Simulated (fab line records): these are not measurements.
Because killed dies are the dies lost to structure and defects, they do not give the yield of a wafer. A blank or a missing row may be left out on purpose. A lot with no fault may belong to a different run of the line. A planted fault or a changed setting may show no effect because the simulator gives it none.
fab line records	flow nand-harc
record lots=5	wafers=15	last-day=32
route steps=1302 shown P_GATE@155 END@1302
lots that met no fault: from a run of the same line without faults
start-h: hours from the record's opening day to when the first of the lot's shown wafers began	wait-h: hours elapsed since this lot's preceding step	" same as the row above	L1.1+2: a row that stands for several wafers	- no value present, or no start provided	* or withheld: withheld	< > ~ a bound
route shown NAME@n: names a module that has steps shown in the file, with the first one's number in the route	usual: average and standard deviation across the fault-free wafers	same: alike in all rows	chamber/n: place in a boat	sites: each site's reading	_std_site: the standard deviation of these	_edge_site: inner sites' mean taken away from outer sites' mean	radius-mm: how far each site lies from the wafer's centre	mask NAME#n: copy n	behind: the last tool/chamber to shape the wafer	hold: reason for holding the lot/hours on hold/outcome of the hold	device: the transistor (n, p or np) that didn't switch	end of line: the tests these same wafers got at the end of their route	for a step that has no rows: nothing shown but its recipe	killed: count of dies lost to structure and defects at first sort (not the wafer's yield)	map: a wafer's dies, x killed, . not, _ none there
set.NAME: the run value of the setting; set.NAME@STEP: its run value at that earlier step	model.NAME: the simulator's own value behind a step, which no gauge read
certain route steps with their lots: each step a table, each wafer a row
services: the hour from which a tool's chamber was out of use, counted from the record's first day as start-h (under 0 if before that day), plus the number of hours and why
## steps
# step NHARC_P_GATE_ALD_36
# recipe target-thk-a=200	pulse-time-s=60	ald-cycles=223	temp-c=400	material=SiNx
# usual heater-power-w=820/86	precursor-pulse-height-rel=1.001/0.02
# same ald-cycles=223
lot.wafer	tool	chamber	start-h	wait-h	heater-power-w	precursor-pulse-height-rel
L753.4	ald-sin-04	3	125.18	-	939	1.006
L753.3	"	0	126.23	-	804	0.984
L753.6	"	0	130.44	-	796	1.008
L757.3	ald-sin-02	3	176.07	-	781	0.985
L757.1	"	0	177.47	-	844	0.977
L757.6	"	2	178.87	-	965	0.974
L767.3	ald-sin-01	2	269.96	-	828	0.997
L767.1	"	3	271.00	-	739	1.037
L767.4	"	1	273.08	-	776	0.988
L769.4	ald-sin-02	0	287.45	-	857	1.006
L769.1	"	2	289.58	-	945	0.993
L769.6	"	0	291.71	-	879	0.986
L771.3	ald-sin-04	3	317.90	-	865	0.998
L771.2	"	1	320.04	-	728	0.961
L771.6	"	3	322.17	-	891	0.976
# step NHARC_P_GATE_ETCHBACK_37
# recipe target-depth-a=345	time-s=17.2	chf3-flow-sccm=50	o2-flow-sccm=10	ar-flow-sccm=200	rf-w=500	bias-w=200	chemistry=CHF3/O2
# usual chf3-flow-sccm=50.00/0.15	drypump-motor-current-A=5.6/0.32	mfc-ar-sccm=200.0/0.63	oes-product-au=0.95/0.034	rf-vpp-V=371.5/2	showerhead-plenum-p-Torr=2.44/0.085	throttle-valve-pct=20.573/0.0077
lot.wafer	tool	chamber	start-h	wait-h	chf3-flow-sccm	drypump-motor-current-A	mfc-ar-sccm	oes-product-au	rf-hours-counter-h	rf-vpp-V	showerhead-plenum-p-Torr	throttle-valve-pct
L753.4	rie-diel-03	3	-	-	49.94	5.2	201.1	0.93	1.2	369.7	2.40	20.573
L753.3	"	0	"	"	50.35	6.0	199.5	0.92	0.8	371.8	2.43	20.572
L753.6	"	0	"	"	49.89	6.0	200.5	0.92	-	369.8	2.43	20.568
L757.3	rie-diel-09	0	-	-	50.10	5.6	200.5	1.00	0.6	373.7	2.52	20.576
L757.1	"	1	"	"	49.83	5.4	199.6	0.97	0.5	371.9	2.42	20.579
L757.6	"	0	"	"	50.09	5.6	199.7	0.99	-	373.1	2.52	20.571
L767.1	rie-diel-09	1	-	-	50.07	5.4	200.0	0.94	5.2	370.5	2.42	20.579
L767.3	"	3	"	"	50.20	6.1	199.7	0.94	5.1	371.7	2.45	20.579
L767.4	"	0	"	"	50.15	5.6	199.3	0.95	5.0	373.5	2.52	20.567
L769.1	rie-diel-03	0	-	-	50.15	6.0	199.1	1.00	0.9	372.4	2.42	20.573
L769.4	"	2	"	"	49.97	5.8	198.5	0.98	0.5	373.5	2.54	20.572
L769.6	"	1	"	"	50.18	5.4	200.2	1.00	-	369.9	2.30	20.576
L771.3	rie-diel-03	2	-	-	50.17	5.8	199.5	0.92	3.2	373.8	2.54	20.576
L771.2	"	1	"	"	49.86	5.4	200.7	0.92	2.6	368.9	2.30	20.561
L771.6	"	3	"	"	50.06	5.2	199.9	0.93	-	369.6	2.40	20.580
# step NHARC_P_GATE_STRIP_101
# recipe time-s=20	o2-flow-sccm=500	ar-flow-sccm=0	bias-w=0	chemistry=O2
# usual drypump-motor-current-A=5.6/0.32	mfc-ar-sccm=0.005/0.0074	oes-product-au=1.000/0.011	rf-vpp-V=57.9/0.76	showerhead-plenum-p-Torr=3.58/0.12	throttle-valve-pct=17.036/0.0086
lot.wafer	tool	chamber	start-h	wait-h	drypump-motor-current-A	mfc-ar-sccm	oes-product-au	rf-hours-counter-h	rf-vpp-V	showerhead-plenum-p-Torr	throttle-valve-pct
L753.4	rie-diel-03	1	134.76	0.1	5.4	0	1.018	0.8	56.1	3.39	17.035
L753.3	"	3	"	"	5.2	0.018	0.996	1.2	56.6	3.53	17.034
L753.6	"	1	"	"	5.4	0	1.015	-	57.4	3.39	17.031
L757.3	rie-diel-09	2	186.34	0.1	5.3	0	0.987	0.5	57.8	3.69	17.027
L757.1	"	3	"	"	6.1	0	0.997	0.5	57.9	3.60	17.047
L757.6	"	2	"	"	5.3	0	0.989	-	59.3	3.69	17.045
L767.1	rie-diel-09	0	279.47	0.1	5.6	0.008	1.010	5.0	58.0	3.70	17.032
L767.3	"	2	"	"	5.3	0	0.981	5.1	57.6	3.69	17.041
L767.4	"	3	"	"	6.1	0	0.991	5.1	58.1	3.60	17.039
L769.1	rie-diel-03	1	296.04	0.1	5.4	0	1.006	0.9	56.1	3.39	17.038
L769.4	"	2	"	"	5.8	0	0.998	0.5	57.9	3.72	17.044
L769.6	"	1	"	"	5.4	0	1.003	-	58.3	3.39	17.028
L771.3	rie-diel-03	0	326.51	0.1	6.0	0	1.015	3.5	57.4	3.56	17.034
L771.2	"	2	"	"	5.8	0	0.991	3.2	57.8	3.72	17.036
L771.6	"	0	"	"	6.0	0	1.015	-	58.5	3.56	17.050
# step NHARC_P_GATE_PRECLEAN_97
# recipe time-s=600	temp-c=120	chemistry=SPM
# step NHARC_P_GATE_SRD_98
# step NHARC_P_GATE_PRECLEAN_99
# recipe time-s=*	temp-c=50	bath-age-min=0	chemistry=SC1
# step NHARC_P_GATE_SRD_100
# step NHARC_P_GATE_DEHYDRATE_38
# recipe temp-c=150	time-s=120
# step NHARC_P_GATE_HMDS_39
# recipe time-s=30
# step NHARC_P_GATE_COAT_40
# recipe spin-rpm=3000
# step NHARC_P_GATE_SOFTBAKE_41
# recipe temp-c=122	time-s=95
# step NHARC_P_GATE_EBR_42
# step NHARC_P_GATE_EXPOSE_43
# recipe na=0.6	target-cd-nm=720	dose-mj=14.81	mask-id=P_NSD
lot.wafer	tool	chamber	start-h	wait-h	mask
L753.3+4+6	krf-scanner-04	0	135.41	-	P_NSD#0
L757.1+3+6	krf-scanner-04	0	186.98	-	P_NSD_R1#0
L767.1+3+4	krf-scanner-01	0	280.11	-	P_NSD#0
L769.1+4+6	krf-scanner-01	0	296.80	-	P_NSD#0
L771.2+3+6	krf-scanner-01	0	327.28	-	P_NSD#0
# step NHARC_P_GATE_PEB_44
# recipe peb-temp-c=118	peb-time-s=85
# step NHARC_P_GATE_DEVELOP_45
# recipe time-s=70
# step NHARC_P_GATE_CD_MEAS_46
# recipe target-cd-nm=720	landing-energy-ev=500
# usual cd-nm=720.1/1.7
lot.wafer	tool	chamber	start-h	wait-h	cd-nm
L753.3	cd-sem-03	0	135.56	-	719.3
L753.4	"	0	"	"	721.7
L753.6	"	0	"	"	718.7
L757.1	cd-sem-02	0	187.14	-	694.7
L757.3	"	0	"	"	694.0
L757.6	"	0	"	"	692.0
L767.1	cd-sem-02	0	280.27	-	721.8
L767.3	"	0	"	"	720.1
L767.4	"	0	"	"	723.0
L769.1	cd-sem-03	0	296.96	-	724.5
L769.4	"	0	"	"	721.4
L769.6	"	0	"	"	722.6
L771.2	cd-sem-02	0	327.43	-	721.5
L771.3	"	0	"	"	719.5
L771.6	"	0	"	"	718.9
# step NHARC_P_GATE_HARDBAKE_47
# recipe temp-c=125	time-s=80
# step NHARC_P_GATE_DESCUM_48
# recipe time-s=3	o2-flow-sccm=200	ar-flow-sccm=0	bias-power-w=0	chemistry=O2
# usual drypump-motor-current-A=5.6/0.33	mfc-ar-sccm=0.005/0.0072	oes-product-au=1.000/0.011	rf-vpp-V=58.0/0.89	showerhead-plenum-p-Torr=1.96/0.066	throttle-valve-pct=11.312/0.009
lot.wafer	tool	chamber	start-h	wait-h	drypump-motor-current-A	mfc-ar-sccm	oes-product-au	rf-hours-counter-h	rf-vpp-V	showerhead-plenum-p-Torr	throttle-valve-pct	model.P_GATE.cd-nm
L753.4	rie-diel-09	1	135.71	-	5.4	0	1.009	6.6	57.7	1.93	11.331	722.4
L753.3	"	0	"	"	5.6	0.008	1.010	8.1	56.8	2.01	11.303	719.5
L753.6	"	1	"	"	5.4	0	0.993	-	57.6	1.93	11.297	719.2
L757.1	rie-diel-09	3	187.30	-	6.1	0	0.998	0.6	57.8	1.96	11.298	694.6
L757.3	"	2	"	"	5.3	0	0.987	0.5	58.1	2.01	11.299	693.6
L757.6	"	0	"	"	5.6	0.008	1.017	-	58.4	2.01	11.320	692.4
L767.4	rie-diel-09	0	280.44	-	5.7	0.008	1.004	5.0	58.6	2.01	11.297	723
L767.1	"	1	"	"	5.4	0	0.994	5.2	59.3	1.93	11.320	721.9
L767.3	"	2	"	"	5.3	0	0.984	5.1	57.6	2.01	11.332	719.2
L769.4	rie-diel-09	0	297.12	-	5.6	0.008	1.000	5.7	58.5	2.01	11.329	721.5
L769.1	"	1	"	"	5.4	0	0.980	6.0	58.5	1.93	11.312	724.1
L769.6	"	0	"	"	5.7	0.008	1.009	-	57.3	2.01	11.298	722.3
L771.3	rie-diel-05	3	327.61	-	5.4	0.009	0.993	5.9	57.5	1.79	11.312	719.3
L771.2	"	0	"	"	5.8	0	0.989	5.7	58.1	2.01	11.295	721.8
L771.6	"	2	"	"	5.5	0.017	0.993	-	57.9	1.89	11.304	719.4
# step NHARC_P_GATE_IMPLANT_49
# recipe energy-kev=30	dose-cm2=3e+15	tilt-deg=7
# step NHARC_END_SORT_01
# recipe temp-c=25
# usual killed-at-array=58/17	killed-at-other=1.0/1.4	killed-at-periphery=3.6/2.4	killed-dies=62/17	killed-open=3.4/2	killed-short=2.2/1.6
# same gross-dies=677
lot.wafer	tool	chamber	start-h	wait-h	killed-at-array	killed-at-other	killed-at-periphery	killed-dies	killed-open	killed-short
L753.3	prober-02	0	574.49	3.1	69	4	0	73	4	2
L753.4	prober-02	0	575.29	3.4	72	2	2	76	2	2
L753.6	prober-02	0	576.90	4.0	85	2	2	89	4	3
L757.1	prober-01	0	641.17	2.5	52	0	2	54	2	6
L757.3	prober-01	0	642.81	3.1	49	0	7	56	2	4
L757.6	prober-01	0	645.28	4.1	62	1	8	71	4	7
L769.1	prober-01	0	739.04	2.5	57	0	2	59	3	2
L769.4	prober-01	0	741.46	3.4	43	2	3	48	1	1
L769.6	prober-01	0	743.07	4.0	55	0	8	63	6	4
L767.1	prober-01	0	746.94	2.6	101	4	4	109	4	3
L767.3	prober-01	0	748.53	3.1	94	0	5	99	2	4
L767.4	prober-01	0	749.32	3.4	96	3	1	100	4	1
# killed by level:class
L753.3 A_CHANNEL_HOLE_D2:chamber-film-flake=28 A_SLIT:chamber-film-flake=27 A_BLC:chamber-film-flake=3 THIN_TSV:chamber-film-flake=3 A_CHANNEL_FILL_D1:chamber-film-flake=2 A_CHANNEL_FILL_D2:geometric-particle:short=1 A_CHANNEL_FILL_D2:geometric-particle:open=1 A_WL_FILL:geometric-particle:open=1
L753.4 A_CHANNEL_HOLE_D2:chamber-film-flake=34 A_SLIT:chamber-film-flake=24 A_STAIRCASE:chamber-film-flake=5 A_BLC:chamber-film-flake=3 A_CONTACT:chamber-film-flake=2 THIN_TSV:chamber-film-flake=2 P_M0:geometric-particle:open=1 A_SOURCE_PLATE:geometric-particle:open=1
L753.6 A_CHANNEL_HOLE_D2:chamber-film-flake=34 A_SLIT:chamber-film-flake=27 A_BLC:chamber-film-flake=5 A_CHANNEL_HOLE_D1:chamber-film-flake=4 A_STAIRCASE:chamber-film-flake=3 A_CONTACT:chamber-film-flake=3 A_SGD_CUT:geometric-particle:open=2 P_M2:chamber-film-flake=2
L757.1 A_SLIT:chamber-film-flake=25 A_CHANNEL_HOLE_D2:chamber-film-flake=7 A_CHANNEL_HOLE_D1:chamber-film-flake=3 A_DECK1_JOINT:chamber-film-flake=3 A_DECK1_JOINT:geometric-particle:short=2 A_CHANNEL_FILL_D2:geometric-particle:short=2 A_M0:geometric-particle:open=2 A_CHANNEL_FILL_D2:chamber-film-flake=2
L757.3 A_SLIT:chamber-film-flake=20 A_CHANNEL_HOLE_D2:chamber-film-flake=11 A_CHANNEL_HOLE_D1:chamber-film-flake=5 A_STAIRCASE:chamber-film-flake=3 A_WL_FILL:chamber-film-flake=3 P_STI:chamber-film-flake=2 A_CONTACT:chamber-film-flake=2 P_CONTACT:geometric-particle:open=1
L757.6 A_SLIT:chamber-film-flake=31 A_CHANNEL_HOLE_D2:chamber-film-flake=6 A_CHANNEL_HOLE_D1:chamber-film-flake=3 A_DECK1_JOINT:chamber-film-flake=3 A_STAIRCASE:chamber-film-flake=3 A_WL_FILL:geometric-particle:short=2 P_ZERO_WELL:chamber-film-flake=2 P_STI:chamber-film-flake=2
L769.1 A_SLIT:chamber-film-flake=33 A_CHANNEL_HOLE_D1:chamber-film-flake=9 A_CONTACT:chamber-film-flake=7 A_CHANNEL_HOLE_D2:chamber-film-flake=2 P_M0:geometric-particle:open=1 A_CHANNEL_FILL_D2:geometric-particle:short=1 A_CHANNEL_FILL_D2:geometric-particle:open=1 A_SGD_CUT:geometric-particle:short=1
L769.4 A_SLIT:chamber-film-flake=26 A_CHANNEL_HOLE_D1:chamber-film-flake=7 A_CONTACT:chamber-film-flake=5 P_GATE:chamber-film-flake=2 A_ZERO_WELL:chamber-film-flake=2 THIN_TSV:chamber-film-flake=2 A_SGD_CUT:geometric-particle:short=1 A_M0:geometric-particle:open=1
L769.6 A_SLIT:chamber-film-flake=28 A_CHANNEL_HOLE_D1:chamber-film-flake=14 A_CONTACT:chamber-film-flake=5 P_CONTACT:geometric-particle:open=2 A_WL_FILL:geometric-particle:short=2 A_CONTACT:geometric-particle:open=2 P_GATE:chamber-film-flake=2 A_CHANNEL_HOLE_D2:chamber-film-flake=2
L767.1 A_SLIT:chamber-film-flake=36 A_CHANNEL_HOLE_D1:chamber-film-flake=29 A_CHANNEL_HOLE_D2:chamber-film-flake=25 A_CONTACT:chamber-film-flake=5 THIN_TSV:chamber-film-flake=4 A_ONON_D1:geometric-particle:open=2 P_CONTACT:geometric-particle:short=1 P_M1:geometric-particle:open=1
L767.3 A_SLIT:chamber-film-flake=30 A_CHANNEL_HOLE_D2:chamber-film-flake=27 A_CHANNEL_HOLE_D1:chamber-film-flake=26 A_WL_FILL:chamber-film-flake=3 A_CONTACT:chamber-film-flake=3 P_M0:geometric-particle:short=2 A_ZERO_WELL:chamber-film-flake=2 P_M0:geometric-particle:open=1
L767.4 A_SLIT:chamber-film-flake=32 A_CHANNEL_HOLE_D2:chamber-film-flake=32 A_CHANNEL_HOLE_D1:chamber-film-flake=24 THIN_TSV:chamber-film-flake=3 A_DECK1_JOINT:geometric-particle:open=2 A_STAIRCASE:chamber-film-flake=2 A_CONTACT:chamber-film-flake=2 P_CONTACT:geometric-particle:open=1
## services
tool	chamber	start-h	hours	kind
rie-diel-03	-	104.32	9.0	pm
ald-sin-02	-	119.68	10.0	pm
krf-scanner-01	-	140.00	4.0	pm
ald-sin-04	-	141.07	0.7	repair
rie-diel-09	-	143.43	9.0	pm
krf-scanner-04	-	145.82	2.2	repair
krf-scanner-04	-	149.96	0.9	repair
krf-scanner-01	-	150.62	2.2	repair
ald-sin-02	2	152.63	21.4	repair
rie-diel-03	2	161.14	6.3	repair
rie-diel-03	0	166.98	2.3	repair
ald-sin-02	1	168.24	6.6	repair
krf-scanner-04	-	174.51	0.6	repair
krf-scanner-04	-	182.00	4.0	pm
krf-scanner-01	-	182.04	0.5	repair
krf-scanner-01	-	195.65	0.7	repair
rie-diel-09	2	234.89	4.7	repair
rie-diel-03	2	237.21	3.6	repair
krf-scanner-01	-	238.95	0.6	repair
rie-diel-03	-	281.32	9.0	pm
rie-diel-09	2	281.81	2.0	repair
rie-diel-03	1	296.91	6.0	repair
krf-scanner-01	-	312.00	4.0	pm
rie-diel-09	-	320.43	9.0	pm
## key
first-sign step=NHARC_P_GATE_EXPOSE_43	reading=mask	direction=changed
effect step=NHARC_P_GATE_CD_MEAS_46	reading=cd-nm	direction=down	sigmas=15	usual=720.1	struck=693.6
model-effect step=NHARC_P_GATE_DESCUM_48	value=P_GATE.cd-nm	without=720.9	struck=693.6
met-at NHARC_P_GATE_EXPOSE_43
struck-wafers L757.1,L757.3,L757.6
tester-left-out L757
onset-between 135.41 186.98
fault kind=wrong-mask	tool=any	chamber=-	onset-h=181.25	steps=NHARC_P_GATE_EXPOSE_43	aux-copy=P_NSD_R1#0	cd-offset-nm=-27.381	scope=struck-lots-only
# tester-left-out: of these lots the tester's yield and bins aren't shown, on N5 and GAA mostly nor the transistor test; their killed dies are dies lost to structure and defects alone, not to doping, threshold or leakage, so they don't give the yield
